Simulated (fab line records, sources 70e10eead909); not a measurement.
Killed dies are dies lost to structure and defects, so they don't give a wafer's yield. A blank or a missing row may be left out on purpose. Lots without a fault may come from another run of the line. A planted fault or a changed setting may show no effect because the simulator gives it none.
fab line records | flow nand_harc | part 1 of 2: steps 1 to 28 of 37
record lots=5 wafers=15 last_day=33
route steps=1302 shown P_M2@342 P_BONDPAD@351
lots that met no fault: from a run of the same line without faults
start_h: hours from the record's first day to the start of the lot's first wafer shown | wait_h: hours since the lot's step before | " the same as in the row above | L1.1+2: a row that stands for several wafers | - no value, or no start given | * or withheld: withheld | < > ~ a bound
route shown NAME@n: a module of which the file shows steps, and the number in the route of the first | usual: mean/standard deviation of fault-free wafers | same: alike in all rows | chamber/n: place in a boat | sites: the reading at each site | _std_site: their standard deviation | _edge_site: outer sites' mean less inner sites' | radius_mm: how far each site lies from the wafer's centre | mask NAME#n: copy n | behind: the tool/chamber that last shaped the wafer | hold: why the lot was held/for how many hours/how that ended | device: the transistor (n, p or np) that didn't switch | end of line: the same wafers' tests at the end of the route | a step without rows: its recipe alone | killed: dies lost to structure and defects at the first sort, not the wafer's yield | map: a wafer's dies, x killed, . not, _ none there
set.NAME: the setting as run; set.NAME@STEP: as run at that earlier step | model.NAME: the simulator's own value behind a step, which no gauge read
lots at some steps of the route; a table a step, a row a wafer
services: from which hour (start_h, from the record's first day; less than 0 if before it) a tool's chamber was out of use, for how many hours, and why
## steps
# step NHARC_P_M2_ECD_22
# recipe target_thk_a=4000 bath_temp_c=25 material=Cu
# columns lot.wafer tool chamber start_h wait_h
L074.2+1+5 ecd_cu-01 0,1,1 128.64 -
L079.2+4+6 ecd_cu-01 0,1,0 178.37 -
L087.1+3+5 ecd_cu-02 0 258.84 -
L091.1+4+6 ecd_cu-02 0 301.87 -
L095.4+3+5 ecd_cu-01 1,0,1 344.76 -
# step NHARC_P_M2_ANNEAL_31
# recipe temp_c=225 time_s=90
# usual wafer_temp_C_max=226.9/0.38
# columns lot.wafer tool chamber start_h wait_h wafer_temp_C_max
L074.1 rtp_anneal-01 0 129.01 0.3 227.0
L074.2 " 0 " " 226.8
L074.5 " 0 " " 227.9
L079.2 rtp_anneal-02 0 178.80 - 227.2
L079.4 " 0 " " 227.4
L079.6 " 0 " " 227.1
L087.1 rtp_anneal-02 0 259.17 - 226.3
L087.3 " 0 " " 226.6
L087.5 " 0 " " 226.7
L091.1 rtp_anneal-02 0 302.24 - 227.4
L091.4 " 0 " " 227.5
L091.6 " 0 " " 226.8
L095.3 rtp_anneal-01 0 345.15 - 226.9
L095.4 " 0 " " 227.1
L095.5 " 0 " " 226.7
# step NHARC_P_M2_CMP_23
# recipe t_overpolish_s=20 target_thk_nm=144.3
# usual motor_current_A=12.3/0.68 time_to_endpoint_s=29.2/2.1
# columns lot.wafer tool chamber start_h wait_h motor_current_A time_to_endpoint_s
L074.2 cmp-02 3 129.36 - 12.1 29.9
L074.1 " 2 " " 12.0 25.6
L074.5 " 0 " " 13.1 29.1
L079.4 cmp-02 3 179.15 - 12.4 30.3
L079.2 " 0 " " 12.4 28.6
L079.6 " 1 " " 11.9 28.6
L087.3 cmp-02 0 259.51 - 12.5 30.9
L087.1 " 3 " " 13.1 31.1
L087.5 " 0 " " 12.7 27.8
L091.1 cmp-02 0 302.64 - 12.4 27.0
L091.4 " 2 " " 12.3 24.2
L091.6 " 0 " " 12.0 28.3
L095.3 cmp-03 0 345.39 - 13.0 29.1
L095.4 " 3 " " 11.4 29.5
L095.5 " 1 " " 12.9 30.8
# step NHARC_P_M2_THK_MEAS_24
# recipe thk_meas_gauge=xrf
# usual thk_nm=144.6/1.5
# columns lot.wafer tool chamber start_h wait_h thk_nm
L074.1 film_metro-01 - 129.67 - 144.6
L074.2 " - " " 146.6
L074.5 " - " " 148.2
L079.2 film_metro-01 - 179.41 - 143.8
L079.4 " - " " 147.0
L079.6 " - " " 143.3
L087.1 film_metro-02 - 259.82 - 143.4
L087.3 " - " " 143.3
L087.5 " - " " 145.6
L091.1 film_metro-02 - 302.92 - 144.3
L091.4 " - " " 142.7
L091.6 " - " " 143.8
L095.3 film_metro-01 - 345.70 - 143.6
L095.4 " - " " 145.4
L095.5 " - " " 143.6
# step NHARC_P_M2_SRD_25
# columns lot.wafer tool chamber start_h wait_h
L074.2+1+5 wet_bench-08 1,4,5 129.71 0.0
L079.4+2+6 wet_bench-08 3,4,5 179.45 0.0
L087.1+5+3 wet_bench-10 5,0,2 259.86 0.0
L091.4+1+6 wet_bench-10 0,1,3 302.97 0.0
L095.4+5+3 wet_bench-08 0,2,5 345.74 0.0
# step NHARC_P_M2_INSPECT_27
# usual raw_defect_count=339/110
# columns lot.wafer tool chamber start_h wait_h raw_defect_count
L074.1 defect_inspect-01 - 129.83 0.0 343
L074.2 " - " " 191
L074.5 " - " " 401
L079.2 defect_inspect-01 - 179.56 0.0 537
L079.4 " - " " 303
L079.6 " - " " 703
L087.1 defect_inspect-02 - 259.98 0.0 277
L087.3 " - " " 295
L087.5 " - " " 354
L091.1 defect_inspect-01 - 303.08 0.0 262
L091.4 " - " " 359
L091.6 " - " " 320
L095.3 defect_inspect-02 - 345.86 0.0 493
L095.4 " - " " 322
L095.5 " - " " 288
# step NHARC_P_M2_PRE_CLEAN_32
# recipe time_s=12 temp_c=370 rf_power_w=300 gas=NH3
# usual heater_power_w=583/53
# columns lot.wafer tool chamber start_h wait_h heater_power_w
L074.2 pecvd-04 1 130.07 0.2 580
L074.1 " 2 " " 580
L074.5 " 2 " " 578
L079.2 pecvd-04 2 179.63 0.1 529
L079.6 " 0 " " 560
L079.4 " 1 " " 625
L087.3 pecvd-04 2 260.05 0.1 573
L087.1 " 0 " " 504
L087.5 " 2 " " 590
L091.1 pecvd-03 0 303.18 0.1 676
L091.6 " 1 " " 647
L091.4 " 2 " " 647
L095.3 pecvd-04 1 345.94 0.1 672
L095.4 " 0 " " 504
L095.5 " 1 " " 664
# step NHARC_P_M2_DEP_33
# recipe target_thk_a=300 temp_c=370 target_thk_nm=30 pressure_torr=3 flow_sccm=200 rf_w=450 material=SiCN
# usual heater_power_w=523/53
# columns lot.wafer tool chamber start_h wait_h heater_power_w
L074.2 pecvd-04 1 130.17 0.1 555
L074.1 " 2 " " 512
L074.5 " 2 " " 517
L079.2 pecvd-04 2 179.71 0.1 515
L079.6 " 0 " " 507
L079.4 " 1 " " 502
L087.3 pecvd-04 2 260.13 0.1 463
L087.1 " 0 " " 497
L087.5 " 2 " " 449
L091.1 pecvd-03 0 303.31 0.1 662
L091.6 " 1 " " 582
L091.4 " 2 " " 527
L095.3 pecvd-04 1 346.05 0.1 503
L095.4 " 0 " " 483
L095.5 " 1 " " 493
# step NHARC_P_BONDPAD_DEP_00
# recipe target_thk_a=2500 temp_c=370 target_thk_nm=250 pressure_torr=3 flow_sccm=200 rf_w=450 material=SiCN
# usual heater_power_w=526/51
# columns lot.wafer tool chamber start_h wait_h heater_power_w
L074.2 pecvd-04 2 - - 433
L074.1 " 1 " " 545
L074.5 " 2 " " 443
L079.2 pecvd-03 1 180.22 - 557
L079.4 " 2 " " 517
L079.6 " 1 " " 564
L087.1 pecvd-01 1 260.53 - 450
L087.3 " 2 " " 472
L087.5 " 0 " " 535
L091.1 pecvd-04 1 303.64 - 587
L091.4 " 2 " " 513
L091.6 " 0 " " 514
L095.3 pecvd-01 2 346.42 - 562
L095.4 " 0 " " 439
L095.5 " 1 " " 503
# step NHARC_P_BONDPAD_CMP_32
# recipe target_thk_nm=200 material=SiCN
# usual motor_current_A=12.1/0.8
# columns lot.wafer tool chamber start_h wait_h motor_current_A
L074.1 cmp-02 3 130.98 - 12.8
L074.2 " 1 " " 11.7
L074.5 " 3 " " 13.0
L079.4 cmp-04 3 180.53 - 12.6
L079.2 " 1 " " 12.1
L079.6 " 3 " " 12.8
L087.3 cmp-01 1 261.00 - 12.6
L087.1 " 2 " " 12.6
L087.5 " 3 " " 10.5
L091.4 cmp-01 1 304.07 - 12.8
L091.1 " 0 " " 12.6
L091.6 " 1 " " 12.9
L095.3 cmp-02 3 346.85 - 12.8
L095.4 " 0 " " 12.8
L095.5 " 2 " " 11.6
# step NHARC_P_BONDPAD_THK_MEAS_33
# recipe thk_meas_gauge=ellipsometry
# usual thk_nm=200.1/1.5
# columns lot.wafer tool chamber start_h wait_h thk_nm
L074.1 film_metro-01 - 131.21 0.2 201.5
L074.2 " - " " 200.6
L074.5 " - " " 202.5
L079.2 film_metro-01 - 180.78 0.2 199.7
L079.4 " - " " 201.1
L079.6 " - " " 201.4
L087.1 film_metro-02 - 261.19 0.1 201.6
L087.3 " - " " 200.1
L087.5 " - " " 200.5
L091.1 film_metro-01 - 304.32 0.1 201.6
L091.4 " - " " 199.1
L091.6 " - " " 201.6
L095.3 film_metro-01 - 347.08 0.2 203.2
L095.4 " - " " 203.0
L095.5 " - " " 200.5
# step NHARC_P_BONDPAD_SRD_34
# columns lot.wafer tool chamber start_h wait_h
L074.1+2+5 wet_bench-10 7,0,1 131.26 0.1
L079.2+6+4 wet_bench-10 2,3,5 180.82 0.0
L087.5+3+1 wet_bench-08 4,5,1 261.24 0.0
L091.4+6+1 wet_bench-10 5,7,0 304.37 0.0
L095.3+4+5 wet_bench-10 5,6,0 347.12 0.0
# step NHARC_P_BONDPAD_DEHYDRATE_01
# recipe temp_c=150 time_s=120
# columns lot.wafer tool chamber start_h wait_h
L074.1+2+5 litho_track-02 0 131.34 0.1
L079.2+4+6 litho_track-02 0 180.91 0.1
L087.1+3+5 litho_track-02 0 261.32 0.1
L091.1+4+6 litho_track-03 0 304.45 0.1
L095.3+4+5 litho_track-03 0 347.20 0.1
# step NHARC_P_BONDPAD_HMDS_02
# recipe time_s=30
# columns lot.wafer tool chamber start_h wait_h
L074.1+2+5 litho_track-02 0 - -
L079.2+4+6 litho_track-02 0 - -
L087.1+3+5 litho_track-02 0 - -
L091.1+4+6 litho_track-03 0 - -
L095.3+4+5 litho_track-03 0 - -
# step NHARC_P_BONDPAD_COAT_36
# recipe temp_c=200 time_s=65
# columns lot.wafer tool chamber start_h wait_h
L074.1+2+5 litho_track-02 0 - -
L079.2+4+6 litho_track-02 0 - -
L087.1+3+5 litho_track-02 0 - -
L091.1+4+6 litho_track-03 0 - -
L095.3+4+5 litho_track-03 0 - -
# step NHARC_P_BONDPAD_COAT_03
# recipe spin_rpm=2000 resist_thk_nm=600
# columns lot.wafer tool chamber start_h wait_h
L074.1+2+5 litho_track-02 0 - -
L079.2+4+6 litho_track-02 0 - -
L087.1+3+5 litho_track-02 0 - -
L091.1+4+6 litho_track-03 0 - -
L095.3+4+5 litho_track-03 0 - -
# step NHARC_P_BONDPAD_SOFTBAKE_04
# recipe temp_c=125 time_s=70
# columns lot.wafer tool chamber start_h wait_h
L074.1+2+5 litho_track-02 0 - -
L079.2+4+6 litho_track-02 0 - -
L087.1+3+5 litho_track-02 0 - -
L091.1+4+6 litho_track-03 0 - -
L095.3+4+5 litho_track-03 0 - -
# step NHARC_P_BONDPAD_EBR_05
# columns lot.wafer tool chamber start_h wait_h
L074.1+2+5 litho_track-02 0 - -
L079.2+4+6 litho_track-02 0 - -
L087.1+3+5 litho_track-02 0 - -
L091.1+4+6 litho_track-03 0 - -
L095.3+4+5 litho_track-03 0 - -
# step NHARC_P_BONDPAD_EXPOSE_06
# recipe na=0.55 dose_mj=37.06 mask_id=P_BPAD
# columns lot.wafer tool chamber start_h wait_h mask
L074.1+2+5 krf_scanner-01 0 131.63 - P_BPAD#0
L079.2+4+6 krf_scanner-04 0 181.20 - P_BPAD#0
L087.1+3+5 krf_scanner-04 0 261.48 - P_BPAD#0
L091.1+4+6 krf_scanner-02 0 304.61 - P_BPAD#0
L095.3+4+5 krf_scanner-01 0 347.50 - P_BPAD#0
# step NHARC_P_BONDPAD_PEB_07
# recipe peb_temp_c=128 peb_time_s=80
# columns lot.wafer tool chamber start_h wait_h
L074.1+2+5 litho_track-03 0 131.70 0.1
L079.2+4+6 litho_track-02 0 181.26 0.1
L087.1+3+5 litho_track-03 0 261.55 0.1
L091.1+4+6 litho_track-02 0 304.68 0.1
L095.3+4+5 litho_track-03 0 347.56 0.1
# step NHARC_P_BONDPAD_DEVELOP_08
# recipe time_s=50 dev_temp_c=22
# columns lot.wafer tool chamber start_h wait_h
L074.1+2+5 litho_track-03 0 - -
L079.2+4+6 litho_track-02 0 - -
L087.1+3+5 litho_track-03 0 - -
L091.1+4+6 litho_track-02 0 - -
L095.3+4+5 litho_track-03 0 - -
# step NHARC_P_BONDPAD_CD_MEAS_09
# recipe target_cd_nm=500 landing_energy_ev=500
# usual cd_nm=499.5/1.5
# columns lot.wafer tool chamber start_h wait_h cd_nm
L074.1 cd_sem-01 0 131.78 - 499.0
L074.2 " 0 " " 497.6
L074.5 " 0 " " 497.4
L079.2 cd_sem-03 0 181.35 - 498.8
L079.4 " 0 " " 501.0
L079.6 " 0 " " 500.2
L087.1 cd_sem-02 0 261.63 - 499.2
L087.3 " 0 " " 498.4
L087.5 " 0 " " 496.9
L091.1 cd_sem-01 0 304.76 - 498.6
L091.4 " 0 " " 499.0
L091.6 " 0 " " 497.2
L095.3 cd_sem-01 0 347.65 - 500.2
L095.4 " 0 " " 501.8
L095.5 " 0 " " 502.5
# step NHARC_P_BONDPAD_OVL_MEAS_38
# usual overlay_x_nm=-1/5.5 overlay_y_nm=1/6.8
# columns lot.wafer tool chamber start_h wait_h overlay_x_nm overlay_y_nm
L074.1 overlay-02 - 131.87 - -5 4
L074.2 " - " " -4 4
L074.5 " - " " -4 4
L079.2 overlay-01 - 181.44 - -8 0
L079.4 " - " " -8 1
L079.6 " - " " -9 1
L087.1 overlay-02 - 261.72 - -3 8
L087.3 " - " " -3 7
L087.5 " - " " -2 8
L091.1 overlay-02 - 304.85 - -5 -1
L091.4 " - " " -5 0
L091.6 " - " " -5 0
L095.3 overlay-01 - 347.73 - 5 7
L095.4 " - " " 5 7
L095.5 " - " " 5 8
# step NHARC_P_BONDPAD_HARDBAKE_10
# recipe temp_c=118 time_s=65
# columns lot.wafer tool chamber start_h wait_h
L074.1+2+5 litho_track-07 0 131.92 0.0
L079.2+4+6 litho_track-02 0 181.49 0.0
L087.1+3+5 litho_track-02 0 261.77 0.0
L091.1+4+6 litho_track-02 0 304.90 0.0
L095.3+4+5 litho_track-03 0 347.78 0.1
# step NHARC_P_BONDPAD_DESCUM_11
# recipe time_s=3 o2_flow_sccm=200 ar_flow_sccm=0 bias_power_w=0 chemistry=O2
# usual drypump_motor_current_A=5.8/0.45 mfc_ar_sccm=0.003/0.0039 oes_product_au=0.998/0.0085 rf_vpp_V=57.6/0.88 showerhead_plenum_p_Torr=1.90/0.075 throttle_valve_pct=11.311/0.0087
# same bias_power_w=0
# columns lot.wafer tool chamber start_h wait_h drypump_motor_current_A mfc_ar_sccm oes_product_au rf_hours_counter_h rf_vpp_V showerhead_plenum_p_Torr throttle_valve_pct
L074.1 rie_diel-01 3 132.01 - 5.3 0 1.007 4.0 57.5 1.82 11.324
L074.2 " 0 " " 5.3 0 0.999 3.8 58.0 1.82 11.317
L074.5 " 2 " " 5.5 0 0.999 - 57.0 2.01 11.303
L079.2 rie_diel-01 0 181.56 - 5.3 0 1.004 6.5 56.4 1.82 11.312
L079.4 " 2 " " 5.6 0 1.002 7.0 57.8 2.01 11.326
L079.6 " 0 " " 5.3 0 1.009 - 57.6 1.82 11.313
L087.1 rie_diel-05 0 261.85 - 5.8 0 0.999 0.6 58.3 1.96 11.311
L087.3 " 2 " " 4.9 0.014 1.007 0.8 57.6 1.80 11.310
L087.5 " 0 " " 5.8 0 1.004 - 57.9 1.97 11.309
L091.4 rie_diel-06 1 304.98 - 5.4 0.001 0.979 10.5 56.4 1.96 11.321
L091.1 " 3 " " 5.8 0 0.988 9.9 58.1 1.87 11.319
L091.6 " 0 " " 6.1 0.007 0.998 - 58.6 2.02 11.319
L095.3 rie_diel-06 2 347.86 - 6.1 0 0.999 1.3 58.0 1.89 11.311
L095.4 " 0 " " 6.1 0.007 0.984 1.9 59.1 2.02 11.291
L095.5 " 2 " " 6.1 0 0.996 - 58.2 1.89 11.314
# step NHARC_P_BONDPAD_ETCH_37
# recipe target_depth_a=600 overetch_a=180 time_s=65.91 ion_energy_ev=200 n2_flow_sccm=150 h2_flow_sccm=150 ar_flow_sccm=0 rf_w=400 bias_w=150 chemistry=N2/H2
# usual bias_w=150.0/0.45 drypump_motor_current_A=5.7/0.46 h2_flow_sccm=150.0/0.49 mfc_ar_sccm=0.003/0.004 oes_product_au=0.999/0.008 rf_vpp_V=430.1/2.4 showerhead_plenum_p_Torr=2.02/0.084 throttle_valve_pct=14.170/0.0096
# columns lot.wafer tool chamber start_h wait_h bias_w drypump_motor_current_A h2_flow_sccm mfc_ar_sccm oes_product_au rf_hours_counter_h rf_vpp_V showerhead_plenum_p_Torr throttle_valve_pct
L074.2 rie_diel-01 3 132.10 0.1 150.0 5.3 150.4 0 1.015 4.0 428.4 1.94 14.162
L074.1 " 0 " " 149.8 5.3 150.4 0 1.002 3.8 427.4 1.94 14.181
L074.5 " 1 " " 150.1 6.6 149.7 0.007 1.009 - 431.1 2.02 14.166
L079.4 rie_diel-01 3 181.66 0.1 150.4 5.3 149.8 0 1.004 6.5 428.0 1.93 14.165
L079.2 " 0 " " 150.0 5.3 151.0 0 0.996 6.5 428.0 1.93 14.163
L079.6 " 2 " " 149.6 5.6 150.8 0 0.994 - 432.7 2.14 14.173
L087.3 rie_diel-05 0 261.94 0.1 149.9 5.8 149.6 0 0.994 0.6 431.6 2.10 14.171
L087.1 " 1 " " 150.8 6.2 150.2 0.006 1.001 0.6 431.0 2.00 14.163
L087.5 " 2 " " 150.3 4.9 150.6 0.014 0.992 - 426.8 1.91 14.148
L091.4 rie_diel-06 0 305.06 0.1 149.9 6.1 149.4 0.007 0.992 9.9 433.1 2.16 14.179
L091.1 " 3 " " 149.6 5.8 150.2 0 1.000 9.9 428.8 1.99 14.175
L091.6 " 1 " " 149.9 5.4 150.3 0.001 0.989 - 431.1 2.09 14.177
L095.4 rie_diel-06 1 347.94 0.1 149.8 5.4 149.9 0.001 0.984 1.3 432.1 2.09 14.177
L095.3 " 3 " " 149.8 5.7 149.4 0 1.003 1.9 428.7 1.99 14.166
L095.5 " 1 " " 149.9 5.4 150.3 0.001 0.985 - 432.3 2.09 14.188
# step NHARC_P_BONDPAD_ETCH_12
# recipe target_depth_a=2000 time_s=100 chf3_flow_sccm=50 o2_flow_sccm=10 ar_flow_sccm=200 rf_w=500 bias_w=200 chemistry=CHF3/O2
# usual bias_w=200.0/0.5 drypump_motor_current_A=5.8/0.46 mfc_ar_sccm=200.0/0.64 oes_product_au=0.943/0.023 rf_vpp_V=370.3/2.2 showerhead_plenum_p_Torr=2.39/0.092 throttle_valve_pct=20.574/0.009
# columns lot.wafer tool chamber start_h wait_h bias_w drypump_motor_current_A mfc_ar_sccm oes_product_au rf_hours_counter_h rf_vpp_V showerhead_plenum_p_Torr throttle_valve_pct
L074.1 rie_diel-01 3 - - 199.2 5.3 200.0 0.961 4.0 367.7 2.29 20.556
L074.2 " 0 " " 200.3 5.3 199.8 0.969 3.9 368.1 2.29 20.567
L074.5 " 2 " " 200.9 5.6 200.7 0.961 - 372.7 2.52 20.581
L079.4 rie_diel-01 1 - - 200.3 6.6 199.2 0.955 6.1 369.8 2.38 20.578
L079.2 " 3 " " 201.2 5.3 199.0 0.986 6.5 367.5 2.29 20.574
L079.6 " 2 " " 199.1 5.6 198.8 0.975 - 371.3 2.51 20.565
L087.3 rie_diel-05 0 - - 200.3 5.8 200.3 0.928 0.6 372.2 2.46 20.570
L087.1 " 1 " " 200.8 6.2 200.5 0.922 0.6 368.1 2.35 20.579
L087.5 " 0 " " 200.3 5.8 200.4 0.912 - 371.8 2.46 20.572
L091.1 rie_diel-06 3 - - 199.9 5.8 199.9 0.923 10.0 368.0 2.34 20.573
L091.4 " 0 " " 199.9 6.1 199.4 0.915 10.0 374.1 2.53 20.556
L091.6 " 2 " " 200.1 6.1 199.3 0.920 - 369.6 2.37 20.583
L095.4 rie_diel-06 3 - - 199.9 5.8 199.2 0.923 1.9 370.3 2.34 20.583
L095.3 " 0 " " 200.0 6.2 200.2 0.915 1.9 373.9 2.53 20.566
L095.5 " 3 " " 199.9 5.8 198.6 0.924 - 369.5 2.34 20.572
# step NHARC_P_BONDPAD_CD_MEAS_13
# usual cd_nm=499.0/1.5
# columns lot.wafer tool chamber start_h wait_h cd_nm
L074.1 cd_sem-02 - 132.31 - 497.9
L074.2 " - " " 497.5
L074.5 " - " " 497.4
L079.2 cd_sem-03 - 181.88 - 499.0
L079.4 " - " " 500.9
L079.6 " - " " 500.7
L087.1 cd_sem-03 - 262.16 - 497.8
L087.3 " - " " 497.7
L087.5 " - " " 496.1
L091.1 cd_sem-03 - 305.29 - 498.3
L091.4 " - " " 498.4
L091.6 " - " " 496.0
L095.3 cd_sem-01 - 348.17 - 500.2
L095.4 " - " " 500.2
L095.5 " - " " 501.2
